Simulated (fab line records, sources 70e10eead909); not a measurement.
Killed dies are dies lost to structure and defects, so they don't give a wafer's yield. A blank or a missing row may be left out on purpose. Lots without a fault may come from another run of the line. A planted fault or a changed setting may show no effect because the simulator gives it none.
Which tool did it? | flow nand_harc | 15 lots, 43 wafers sampled, at 5 steps of a route of 1302

WHAT THE GAUGES READ, wafer by wafer
NHARC_P_M1_INSPECT_11. Usual: raw_defect_count 4.6, standard deviation 2.7.
lot  | measured     | on                | raw_defect_count | flag
L783 | day 7 01:08  | defect_inspect-02 | 2 4 4            |
L784 | day 7 01:29  | defect_inspect-02 | 4 6 8            |
L787 | day 8 01:58  | defect_inspect-01 | 3 2 1            |
L786 | day 8 02:40  | defect_inspect-01 | 5 4 4            |
L788 | day 8 17:31  | defect_inspect-02 | 3 0 9            |
L789 | day 9 06:05  | defect_inspect-02 | 3 4 4            |
L790 | day 9 17:25  | defect_inspect-02 | 7 4 4            |
L794 | day 11 12:42 | defect_inspect-02 | 5 6 1            |
L795 | day 11 17:44 | defect_inspect-02 | 10 8             |
L796 | day 12 09:13 | defect_inspect-02 | 4 3              |
L801 | day 14 05:05 | defect_inspect-02 | 5 5 2            |
L802 | day 14 11:38 | defect_inspect-02 | 3 3 2            |
L803 | day 15 03:07 | defect_inspect-01 | 5 3 6            |
L804 | day 15 18:02 | defect_inspect-02 | 5 8 8            |
L805 | day 16 02:08 | defect_inspect-02 | 2 3 2            |

NHARC_P_M1_INSPECT_27. Usual: raw_defect_count 292, standard deviation 110.
lot  | measured     | on                | raw_defect_count | flag
L783 | day 7 03:56  | defect_inspect-02 | 200 256 178      |
L784 | day 7 04:15  | defect_inspect-01 | 512 331 400      |
L787 | day 8 04:37  | defect_inspect-02 | 576 210 309      |
L786 | day 8 05:17  | defect_inspect-01 | 278 413 277      |
L788 | day 8 20:19  | defect_inspect-02 | 199 286 200      |
L789 | day 9 08:43  | defect_inspect-01 | 266 275 240      |
L790 | day 9 20:04  | defect_inspect-01 | 285 411 246      |
L794 | day 11 15:20 | defect_inspect-01 | 201 176 167      |
L795 | day 11 20:23 | defect_inspect-01 | 354 285          |
L796 | day 12 12:22 | defect_inspect-02 | 269 222          |
L801 | day 14 07:44 | defect_inspect-01 | 147 155 226      |
L802 | day 14 14:22 | defect_inspect-02 | 413 404 460      |
L803 | day 15 05:48 | defect_inspect-02 | 292 221 266      |
L804 | day 15 20:40 | defect_inspect-01 | 151 305 191      |
L805 | day 16 04:53 | defect_inspect-02 | 381 246 275      |

WHICH TOOL RAN EACH LOT (tool, then ch and the chambers of the sampled wafers, then the start)
lot  | NHARC_P_M1_PRE_CLEAN_30                 | NHARC_P_M1_ECD_22              | NHARC_P_M1_CMP_23
L783 | pvd_sputter-01, day 7 02:47 or earlier  | ecd_cu-01 ch 0, day 7 02:47    | cmp-04 ch 0,1,2, day 7 03:29
L784 | pvd_sputter-03, day 7 03:05 or earlier  | ecd_cu-02 ch 0,1, day 7 03:05  | cmp-03 ch 1,2,3, day 7 03:50
L787 | pvd_sputter-02, day 8 03:28 or earlier  | ecd_cu-01 ch 0,1, day 8 03:28  | cmp-03 ch 0,2, day 8 04:10
L786 | pvd_sputter-01, day 8 04:09 or earlier  | ecd_cu-02 ch 0,1, day 8 04:09  | cmp-01 ch 0,1,2, day 8 04:54
L788 | pvd_sputter-01, day 8 18:57 or earlier  | ecd_cu-02 ch 0,1, day 8 18:57  | cmp-03 ch 0,3, day 8 19:50
L789 | pvd_sputter-01, day 9 07:35 or earlier  | ecd_cu-02 ch 0,1, day 9 07:35  | cmp-01 ch 0,3, day 9 08:15
L790 | pvd_sputter-03, day 9 18:55 or earlier  | ecd_cu-01 ch 0,1, day 9 18:55  | cmp-04 ch 2,3, day 9 19:35
L794 | pvd_sputter-01, day 11 14:09 or earlier | ecd_cu-01 ch 0,1, day 11 14:09 | cmp-01 ch 0,3, day 11 14:54
L795 | pvd_sputter-02, day 11 19:17 or earlier | ecd_cu-01 ch 1, day 11 19:17   | cmp-04 ch 2,3, day 11 19:59
L796 | pvd_sputter-03, day 12 11:02 or earlier | ecd_cu-01 ch 1, day 12 11:02   | cmp-01 ch 0,1, day 12 11:53
L801 | pvd_sputter-03, day 14 06:33 or earlier | ecd_cu-02 ch 0,1, day 14 06:33 | cmp-04 ch 1,2,3, day 14 07:16
L802 | pvd_sputter-02, day 14 13:13 or earlier | ecd_cu-02 ch 0,1, day 14 13:13 | cmp-03 ch 0,3, day 14 13:53
L803 | pvd_sputter-02, day 15 04:37 or earlier | ecd_cu-02 ch 0,1, day 15 04:37 | cmp-01 ch 0,3, day 15 05:20
L804 | pvd_sputter-02, day 15 19:28 or earlier | ecd_cu-01 ch 0,1, day 15 19:28 | cmp-04 ch 1,2,3, day 15 20:11
L805 | pvd_sputter-02, day 16 03:51 or earlier | ecd_cu-01 ch 0,1, day 16 03:51 | cmp-01 ch 0,1, day 16 04:27
- NHARC_P_M1_PRE_CLEAN_30: time 30 s.
- NHARC_P_M1_ECD_22: material Cu, target thk 400 nm.
- NHARC_P_M1_CMP_23: polishes, t overpolish 20 s, target thk 157.82 nm.

WHAT THE TOOLS THEMSELVES READ (means of the sampled wafers that have a number; where no wafer has one, the mark that the record gives instead)
NHARC_P_M1_PRE_CLEAN_30. Usual: heater_power_w 412 W, standard deviation 46.
lot  | tool           | heater_power_w (W) | flag
L783 | pvd_sputter-01 | 397                |
L784 | pvd_sputter-03 | 376                |
L787 | pvd_sputter-02 | 417                |
L786 | pvd_sputter-01 | 361                |
L788 | pvd_sputter-01 | 421                |
L789 | pvd_sputter-01 | 415                |
L790 | pvd_sputter-03 | 450                |
L794 | pvd_sputter-01 | 376                |
L795 | pvd_sputter-02 | 387                |
L796 | pvd_sputter-03 | 438                |
L801 | pvd_sputter-03 | 444                |
L802 | pvd_sputter-02 | 432                |
L803 | pvd_sputter-02 | 427                |
L804 | pvd_sputter-02 | 411                |
L805 | pvd_sputter-02 | 411                |

NHARC_P_M1_CMP_23. Usual: edge_zone_pressure_frac 1.000, standard deviation 0.0045; motor_current_A 11.9 A, standard deviation 0.96; time_to_endpoint_s 28.6 s, standard deviation 2.7.
lot  | tool   | edge_zone_pressure_frac | motor_current_A (A) | time_to_endpoint_s (s) | flag
L783 | cmp-04 | 1.004                   | 12.9                | 31.3                   |
L784 | cmp-03 | 1.000                   | 11.2                | 27.7                   |
L787 | cmp-03 | 1.005                   | 11.5                | 26.0                   |
L786 | cmp-01 | 1.000                   | 11.8                | 27.4                   |
L788 | cmp-03 | 0.998                   | 11.0                | 28.9                   |
L789 | cmp-01 | 0.999                   | 11.7                | 31.2                   |
L790 | cmp-04 | 1.001                   | 13.0                | 25.4                   |
L794 | cmp-01 | 0.999                   | 11.9                | 20.6                   |
L795 | cmp-04 | 0.996                   | 12.7                | 23.8                   |
L796 | cmp-01 | 1.000                   | 12.4                | 20.6                   |
L801 | cmp-04 | 0.998                   | 12.8                | 29.1                   |
L802 | cmp-03 | 0.997                   | 11.1                | 29.0                   |
L803 | cmp-01 | 1.002                   | 12.1                | 30.0                   |
L804 | cmp-04 | 1.003                   | 12.9                | 27.3                   |
L805 | cmp-01 | 1.004                   | 12.4                | 29.9                   |

THE ANSWER, worked out from the rows above alone
Rule: a lot is off if the mean of its wafers that have a number lies more than 3 standard deviations from the usual mean. A lot without any number at a reading at which 4 lots or more have one is off too. The other lots that the step has rows for count as sound. The gauges are gone through in route order, then the tools' own readings, and for those a lot's mean is taken as printed above. The first step at which some lot is off is used, and at that step the reading that is off furthest; a lot without a number counts as furthest.
No lot is off at any reading shown: from this, nothing can be told.

WHAT THE SIMULATOR HAD PUT IN
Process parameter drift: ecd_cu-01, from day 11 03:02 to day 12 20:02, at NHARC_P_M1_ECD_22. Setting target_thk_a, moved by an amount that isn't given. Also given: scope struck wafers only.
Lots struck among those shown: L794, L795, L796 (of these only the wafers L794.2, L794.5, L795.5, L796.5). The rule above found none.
